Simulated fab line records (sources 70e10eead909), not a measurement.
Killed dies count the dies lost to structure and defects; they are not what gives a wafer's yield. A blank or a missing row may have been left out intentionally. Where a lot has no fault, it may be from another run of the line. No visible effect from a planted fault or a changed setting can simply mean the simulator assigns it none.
What tool caused it?    flow nand_harc    72 wafers from 24 lots sampled at 6 of the route's 1159 steps

## WHAT EACH GAUGE READ, for each wafer
Not one reading of a measure or inspect step in the record can be checked against a usual standard deviation.

## WHICH TOOL RAN EACH LOT (tool, then ch and the chambers of the sampled wafers, then the start)
lot   NHARC_A_STAIRCASE_DESCUM_168        NHARC_A_STAIRCASE_STRIP_171           NHARC_A_STAIRCASE_TRIM_16                      NHARC_A_STAIRCASE_ETCH_188                     NHARC_A_STAIRCASE_TRIM_196          NHARC_A_STAIRCASE_STRIP_238
L076  rie_diel-03 ch 0,1, day 11 06:33    plasma_asher-01 ch 0,1, day 11 06:56  rie_diel-03 ch 0,2, day 11 14:19 or earlier    rie_diel-03 ch 0,1,2, day 11 14:19 or earlier  rie_diel-13 ch 0,1,3, day 11 14:19  plasma_asher-01 ch 0,1, day 11 21:05
L075  rie_diel-03 ch 0,1, day 11 06:44    plasma_asher-01 ch 0,1, day 11 07:10  rie_diel-13 ch 0,3, day 11 14:01 or earlier    rie_diel-03 ch 0,1,3, day 11 14:01 or earlier  rie_diel-03 ch 1,2, day 11 14:01    plasma_asher-02 ch 0,1, day 11 19:22
L077  rie_diel-03 ch 0,2, day 11 10:12    plasma_asher-01 ch 0,1, day 11 10:38  rie_diel-06 ch 0,1, day 11 18:18 or earlier    rie_diel-03 ch 0,1,2, day 11 18:18 or earlier  rie_diel-13 ch 0,2,3, day 11 18:18  plasma_asher-02 ch 0,1, day 11 23:29
L074  rie_diel-03 ch 1,2,3, day 11 10:23  plasma_asher-02 ch 0,1, day 11 10:49  rie_diel-03 ch 0,2,3, day 11 18:18 or earlier  rie_diel-03 ch 2,3, day 11 18:18 or earlier    rie_diel-06 ch 0,1,3, day 11 18:18  plasma_asher-02 ch 0,1, day 12 00:06
L078  rie_diel-03 ch 0,1, day 11 13:46    plasma_asher-02 ch 0,1, day 11 14:16  rie_diel-03 ch 0,2,3, day 11 22:24 or earlier  rie_diel-06 ch 0,1, day 11 22:24 or earlier    rie_diel-06 ch 1,3, day 11 22:24    plasma_asher-02 ch 0,1, day 12 05:42
L080  rie_diel-06 ch 0,3, day 11 16:44    plasma_asher-02 ch 0,1, day 11 17:34  rie_diel-13 ch 0,1,2, day 12 00:04 or earlier  rie_diel-03 ch 0,3, day 12 00:04 or earlier    rie_diel-03 ch 0,3, day 12 00:04    plasma_asher-01 ch 0,1, day 12 08:12
L079  rie_diel-03 ch 2,3, day 11 16:55    plasma_asher-01 ch 0,1, day 11 17:53  rie_diel-03 ch 0,1, day 12 00:26 or earlier    rie_diel-06 ch 0,1,2, day 12 00:26 or earlier  rie_diel-13 ch 0,1,2, day 12 00:26  plasma_asher-02 ch 0,1, day 12 08:00
L082  rie_diel-13 ch 0,1,2, day 12 04:27  plasma_asher-02 ch 0,1, day 12 05:25  rie_diel-06 ch 0,3, day 12 13:27 or earlier    rie_diel-03 ch 0,2, day 12 13:27 or earlier    rie_diel-03 ch 0,3, day 12 13:27    plasma_asher-02 ch 0,1, day 12 19:11
L081  rie_diel-03 ch 2,3, day 12 06:16    plasma_asher-02 ch 0,1, day 12 06:43  rie_diel-13 ch 0,2,3, day 12 13:08 or earlier  rie_diel-06 ch 0,1,2, day 12 13:08 or earlier  rie_diel-06 ch 0,1, day 12 13:08    plasma_asher-02 ch 0,1, day 12 19:56
L083  rie_diel-03 ch 0,2,3, day 13 02:34  plasma_asher-01 ch 0,1, day 13 02:53  rie_diel-03 ch 0,2,3, day 13 09:53 or earlier  rie_diel-13 ch 0,1,3, day 13 09:53 or earlier  rie_diel-06 ch 0,1,2, day 13 09:53  plasma_asher-01 ch 0,1, day 13 15:23
L085  rie_diel-03 ch 0,2,3, day 13 09:44  plasma_asher-01 ch 0,1, day 13 10:29  rie_diel-13 ch 1,2,3, day 13 16:59 or earlier  rie_diel-06 ch 0,1,2, day 13 16:59 or earlier  rie_diel-03 ch 0,1,2, day 13 16:59  plasma_asher-02 ch 0,1, day 13 22:19
L084  rie_diel-06 ch 1,2,3, day 13 13:23  plasma_asher-01 ch 0,1, day 13 13:47  rie_diel-06 ch 0,2,3, day 13 20:10 or earlier  rie_diel-03 ch 0,1,3, day 13 20:10 or earlier  rie_diel-13 ch 2,3, day 13 20:10    plasma_asher-02 ch 0,1, day 14 02:36
L087  rie_diel-13 ch 1,2, day 13 18:46    plasma_asher-01 ch 0,1, day 13 19:04  rie_diel-03 ch 1,2, day 14 02:41 or earlier    rie_diel-06 ch 2,3, day 14 02:41 or earlier    rie_diel-03 ch 0,1,3, day 14 02:41  plasma_asher-02 ch 0,1, day 14 08:01
L086  rie_diel-06 ch 0,1,3, day 13 18:54  plasma_asher-02 ch 0,1, day 13 19:13  rie_diel-13 ch 0,1,2, day 14 02:40 or earlier  rie_diel-13 ch 0,2,3, day 14 02:40 or earlier  rie_diel-06 ch 0,2,3, day 14 02:40  plasma_asher-01 ch 0,1, day 14 07:55
L088  rie_diel-03 ch 0,1,2, day 14 00:00  plasma_asher-02 ch 0,1, day 14 00:22  rie_diel-13 ch 1,2, day 14 06:59 or earlier    rie_diel-06 ch 0,1, day 14 06:59 or earlier    rie_diel-06 ch 0,3, day 14 06:59    plasma_asher-01 ch 0,1, day 14 12:51
L089  rie_diel-03 ch 0,1,3, day 14 14:51  plasma_asher-01 ch 0,1, day 14 15:35  rie_diel-03 ch 0,1, day 14 22:40 or earlier    rie_diel-13 ch 0,2, day 14 22:40 or earlier    rie_diel-06 ch 1,2,3, day 14 22:40  plasma_asher-02 ch 0,1, day 15 03:41
L090  rie_diel-13 ch 0,2,3, day 14 15:02  plasma_asher-01 ch 0,1, day 14 15:54  rie_diel-13 ch 0,1, day 14 23:49 or earlier    rie_diel-13 ch 0,1, day 14 23:49 or earlier    rie_diel-06 ch 0,2,3, day 14 23:49  plasma_asher-02 ch 0,1, day 15 04:44
L091  rie_diel-03 ch 0,2,3, day 15 03:22  plasma_asher-01 ch 0,1, day 15 03:50  rie_diel-06 ch 0,2,3, day 15 10:17 or earlier  rie_diel-13 ch 0,3, day 15 10:17 or earlier    rie_diel-03 ch 0,2, day 15 10:17    plasma_asher-02 ch 0,1, day 15 16:09
L092  rie_diel-03 ch 2,3, day 15 03:46    plasma_asher-02 ch 0,1, day 15 04:04  rie_diel-13 ch 0,2,3, day 15 10:46 or earlier  rie_diel-13 ch 2,3, day 15 10:46 or earlier    rie_diel-13 ch 1,2, day 15 10:46    plasma_asher-01 ch 0,1, day 15 16:02
L093  rie_diel-06 ch 0,3, day 15 11:20    plasma_asher-02 ch 0,1, day 15 11:46  rie_diel-13 ch 0,1,3, day 15 18:17 or earlier  rie_diel-13 ch 0,1,2, day 15 18:17 or earlier  rie_diel-13 ch 1,2, day 15 18:17    plasma_asher-02 ch 1, day 15 23:13
L094  rie_diel-13 ch 0,1,3, day 15 11:26  plasma_asher-02 ch 0,1, day 15 12:08  rie_diel-03 ch 0,3, day 15 18:56 or earlier    rie_diel-06 ch 0,2,3, day 15 18:56 or earlier  rie_diel-06 ch 0,3, day 15 18:56    plasma_asher-02 ch 0,1, day 16 00:16
L096  rie_diel-13 ch 0,1,3, day 16 02:13  plasma_asher-01 ch 0,1, day 16 02:40  rie_diel-03 ch 1,2, day 16 09:08 or earlier    rie_diel-03 ch 0,3, day 16 09:08 or earlier    rie_diel-06 ch 0,2,3, day 16 09:08  plasma_asher-01 ch 0,1, day 16 14:04
L095  rie_diel-13 ch 0,1,3, day 16 06:46  plasma_asher-01 ch 0,1, day 16 07:12  rie_diel-13 ch 0,1,2, day 16 13:46 or earlier  rie_diel-13 ch 0,1,3, day 16 13:46 or earlier  rie_diel-06 ch 0,1,3, day 16 13:46  plasma_asher-01 ch 0,1, day 16 18:44
L097  rie_diel-13 ch 0,1, day 16 16:20    plasma_asher-01 ch 0,1, day 16 16:42  rie_diel-06 ch 0,1,3, day 16 23:47 or earlier  rie_diel-13 ch 1,2,3, day 16 23:47 or earlier  rie_diel-06 ch 0,1, day 16 23:47    plasma_asher-01 ch 0,1, day 17 04:34
- NHARC_A_STAIRCASE_DESCUM_168: chemistry O2, time 3 s.
- NHARC_A_STAIRCASE_STRIP_171: strips in O2.
- NHARC_A_STAIRCASE_TRIM_16: chemistry O2, time 211.2 s.
- NHARC_A_STAIRCASE_ETCH_188: etches the open film in C4F8/O2, target depth 100 nm, time 40.5 s.
- NHARC_A_STAIRCASE_TRIM_196: chemistry O2, time 211.2 s.
- NHARC_A_STAIRCASE_STRIP_238: strips in O2.

## WHAT THE TOOLS THEMSELVES READ (means of the sampled wafers that have a number; where no wafer has one, the mark that the record gives instead)
NHARC_A_STAIRCASE_DESCUM_168.
lot   tool         drypump_motor_current_A (A)  oes_product_au (a.u.)  rf_vpp_V (V)  showerhead_plenum_p_Torr (Torr)  throttle_valve_pct (%)
L076  rie_diel-03  6.0                          1.008                  57.9          1.94                             11.310
L075  rie_diel-03  5.8                          1.000                  57.4          1.92                             11.312
L077  rie_diel-03  5.2                          0.999                  57.5          1.92                             11.306
L074  rie_diel-03  5.5                          1.000                  58.2          2.01                             11.319
L078  rie_diel-03  5.8                          0.992                  58.1          1.91                             11.318
L080  rie_diel-06  5.8                          0.989                  57.3          1.82                             11.311
L079  rie_diel-03  5.0                          1.002                  57.7          2.02                             11.310
L082  rie_diel-13  5.4                          0.995                  58.3          1.90                             11.312
L081  rie_diel-03  5.2                          0.989                  58.2          2.04                             11.297
L083  rie_diel-03  5.2                          0.987                  58.9          1.98                             11.301
L085  rie_diel-03  5.2                          0.986                  58.2          1.98                             11.308
L084  rie_diel-06  5.5                          0.994                  57.9          1.91                             11.317
L087  rie_diel-13  5.4                          1.001                  56.9          1.89                             11.303
L086  rie_diel-06  5.6                          0.995                  56.9          1.83                             11.304
L088  rie_diel-03  5.5                          1.002                  57.6          1.94                             11.314
L089  rie_diel-03  5.8                          0.996                  58.5          1.96                             11.304
L090  rie_diel-13  5.5                          1.002                  57.6          1.94                             11.315
L091  rie_diel-03  5.2                          0.985                  58.1          1.97                             11.306
L092  rie_diel-03  5.0                          0.988                  59.0          2.01                             11.306
L093  rie_diel-06  6.0                          0.996                  57.2          1.80                             11.307
L094  rie_diel-13  5.5                          0.998                  57.7          1.99                             11.308
L096  rie_diel-13  5.5                          0.999                  58.3          1.99                             11.307
L095  rie_diel-13  5.5                          1.000                  57.7          1.99                             11.316
L097  rie_diel-13  5.4                          1.005                  57.9          1.94                             11.312

NHARC_A_STAIRCASE_STRIP_171.
lot   tool             drypump_motor_current_A (A)  heater_power_w (W)
L076  plasma_asher-01  5.8                          325
L075  plasma_asher-01  5.6                          324
L077  plasma_asher-01  5.6                          319
L074  plasma_asher-02  5.8                          377
L078  plasma_asher-02  5.8                          374
L080  plasma_asher-02  5.8                          374
L079  plasma_asher-01  5.9                          319
L082  plasma_asher-02  5.8                          372
L081  plasma_asher-02  5.5                          356
L083  plasma_asher-01  5.8                          341
L085  plasma_asher-01  5.8                          335
L084  plasma_asher-01  5.6                          341
L087  plasma_asher-01  5.8                          336
L086  plasma_asher-02  5.5                          351
L088  plasma_asher-02  5.5                          356
L089  plasma_asher-01  5.6                          343
L090  plasma_asher-01  5.7                          339
L091  plasma_asher-01  5.8                          338
L092  plasma_asher-02  5.8                          374
L093  plasma_asher-02  5.8                          377
L094  plasma_asher-02  5.8                          379
L096  plasma_asher-01  5.6                          339
L095  plasma_asher-01  5.6                          336
L097  plasma_asher-01  5.8                          333

NHARC_A_STAIRCASE_TRIM_16.
lot   tool         drypump_motor_current_A (A)  oes_product_au (a.u.)  rf_vpp_V (V)  showerhead_plenum_p_Torr (Torr)  throttle_valve_pct (%)
L076  rie_diel-03  5.2                          0.999                  57.9          3.55                             17.031
L075  rie_diel-13  5.6                          0.999                  58.3          3.41                             17.044
L077  rie_diel-06  5.2                          0.999                  57.6          3.42                             17.036
L074  rie_diel-03  5.2                          0.990                  57.8          3.65                             17.041
L078  rie_diel-03  5.2                          0.982                  57.7          3.64                             17.034
L080  rie_diel-13  5.5                          1.006                  57.0          3.51                             17.039
L079  rie_diel-03  5.8                          1.000                  56.8          3.52                             17.031
L082  rie_diel-06  5.8                          0.991                  57.7          3.36                             17.042
L081  rie_diel-13  5.6                          1.015                  56.7          3.41                             17.041
L083  rie_diel-03  5.2                          0.983                  58.6          3.64                             17.044
L085  rie_diel-13  5.6                          1.000                  57.2          3.56                             17.039
L084  rie_diel-06  5.8                          0.998                  58.0          3.50                             17.036
L087  rie_diel-03  5.2                          1.003                  58.3          3.63                             17.042
L086  rie_diel-13  5.4                          1.000                  58.2          3.50                             17.022
L088  rie_diel-13  5.5                          0.995                  57.6          3.39                             17.045
L089  rie_diel-03  5.8                          1.000                  57.7          3.51                             17.038
L090  rie_diel-13  5.3                          1.008                  58.2          3.61                             17.041
L091  rie_diel-06  5.8                          0.996                  58.6          3.49                             17.045
L092  rie_diel-13  5.6                          0.999                  57.4          3.58                             17.041
L093  rie_diel-13  5.5                          1.000                  57.7          3.66                             17.035
L094  rie_diel-03  5.5                          0.990                  57.1          3.57                             17.032
L096  rie_diel-03  5.8                          1.008                  57.8          3.60                             17.032
L095  rie_diel-13  5.4                          1.007                  57.2          3.49                             17.036
L097  rie_diel-06  5.6                          1.012                  56.4          3.36                             17.040

NHARC_A_STAIRCASE_ETCH_188.
lot   tool         oes_product_au (a.u.)  rf_vpp_V (V)
L076  rie_diel-03  0.924                  898
L075  rie_diel-03  0.914                  900
L077  rie_diel-03  0.927                  897
L074  rie_diel-03  0.920                  902
L078  rie_diel-06  0.941                  892
L080  rie_diel-03  0.931                  903
L079  rie_diel-06  0.936                  897
L082  rie_diel-03  0.934                  899
L081  rie_diel-06  0.928                  895
L083  rie_diel-13  0.940                  901
L085  rie_diel-06  0.935                  895
L084  rie_diel-03  0.936                  900
L087  rie_diel-06  0.927                  894
L086  rie_diel-13  0.950                  898
L088  rie_diel-06  0.931                  890
L089  rie_diel-13  0.960                  896
L090  rie_diel-13  0.929                  899
L091  rie_diel-13  0.948                  901
L092  rie_diel-13  0.927                  901
L093  rie_diel-13  0.949                  894
L094  rie_diel-06  0.938                  895
L096  rie_diel-03  0.920                  901
L095  rie_diel-13  0.958                  900
L097  rie_diel-13  0.960                  896

NHARC_A_STAIRCASE_TRIM_196.
lot   tool         drypump_motor_current_A (A)  oes_product_au (a.u.)  rf_vpp_V (V)  showerhead_plenum_p_Torr (Torr)  throttle_valve_pct (%)
L076  rie_diel-13  5.5                          1.015                  58.5          3.51                             17.037
L075  rie_diel-03  5.8                          1.003                  58.2          3.63                             17.042
L077  rie_diel-13  5.5                          0.999                  56.9          3.41                             17.033
L074  rie_diel-06  5.6                          0.998                  57.2          3.39                             17.038
L078  rie_diel-06  5.7                          0.995                  56.8          3.38                             17.041
L080  rie_diel-03  5.5                          0.989                  58.0          3.69                             17.033
L079  rie_diel-13  5.4                          0.994                  57.7          3.51                             17.032
L082  rie_diel-03  5.5                          0.996                  58.0          3.69                             17.041
L081  rie_diel-06  5.2                          0.995                  57.0          3.41                             17.035
L083  rie_diel-06  5.4                          0.994                  57.2          3.53                             17.034
L085  rie_diel-03  5.5                          1.008                  58.3          3.57                             17.031
L084  rie_diel-13  5.6                          1.002                  57.5          3.47                             17.041
L087  rie_diel-03  5.8                          0.996                  58.4          3.62                             17.041
L086  rie_diel-06  5.8                          0.992                  57.3          3.50                             17.041
L088  rie_diel-06  6.0                          0.987                  57.2          3.34                             17.042
L089  rie_diel-06  5.6                          1.005                  57.7          3.52                             17.027
L090  rie_diel-06  5.8                          0.995                  57.9          3.49                             17.031
L091  rie_diel-03  5.2                          0.987                  58.0          3.52                             17.035
L092  rie_diel-13  5.5                          1.003                  57.1          3.39                             17.037
L093  rie_diel-13  5.5                          0.998                  57.5          3.39                             17.035
L094  rie_diel-06  6.0                          0.996                  57.0          3.34                             17.043
L096  rie_diel-06  5.7                          1.005                  57.2          3.48                             17.036
L095  rie_diel-06  5.6                          0.998                  56.8          3.36                             17.028
L097  rie_diel-06  5.2                          0.997                  57.8          3.39                             17.037

NHARC_A_STAIRCASE_STRIP_238.
lot   tool             drypump_motor_current_A (A)  heater_power_w (W)
L076  plasma_asher-01  5.8                          320
L075  plasma_asher-02  5.8                          373
L077  plasma_asher-02  5.5                          354
L074  plasma_asher-02  5.5                          355
L078  plasma_asher-02  5.8                          381
L080  plasma_asher-01  5.8                          324
L079  plasma_asher-02  5.5                          357
L082  plasma_asher-02  5.5                          356
L081  plasma_asher-02  5.8                          376
L083  plasma_asher-01  5.6                          340
L085  plasma_asher-02  5.5                          357
L084  plasma_asher-02  5.8                          378
L087  plasma_asher-02  5.5                          356
L086  plasma_asher-01  5.8                          345
L088  plasma_asher-01  5.8                          336
L089  plasma_asher-02  5.5                          357
L090  plasma_asher-02  5.5                          350
L091  plasma_asher-02  5.5                          356
L092  plasma_asher-01  5.6                          343
L093  plasma_asher-02  5.3                          334
L094  plasma_asher-02  5.8                          375
L096  plasma_asher-01  5.7                          347
L095  plasma_asher-01  5.7                          341
L097  plasma_asher-01  5.8                          339

## THE ANSWER, worked out from the rows above alone
Rule: the usual values come from the lots themselves. Put in order of their means at a reading, lots are off if they are a third of the lots or fewer, leave a main group of 4 or more, and stand apart from it by a gap of 3 or more times the standard deviation of the main group's means; of several such gaps the widest counts. If all means in a main group match to the digits the tables above print for the reading, that group is not used. A lot without any number at a reading at which 4 lots or more have one is off too. Any other lot the step has rows for is counted as sound. The gauges are gone through in route order, then the tools' own readings, and for those a lot's mean is taken as printed above. At the first step where some lot is off, the reading lying furthest off is the one used; lots without a number count as furthest.
No lot is off at any reading shown: from this, nothing can be told.

## WHAT THE SIMULATOR PUT IN
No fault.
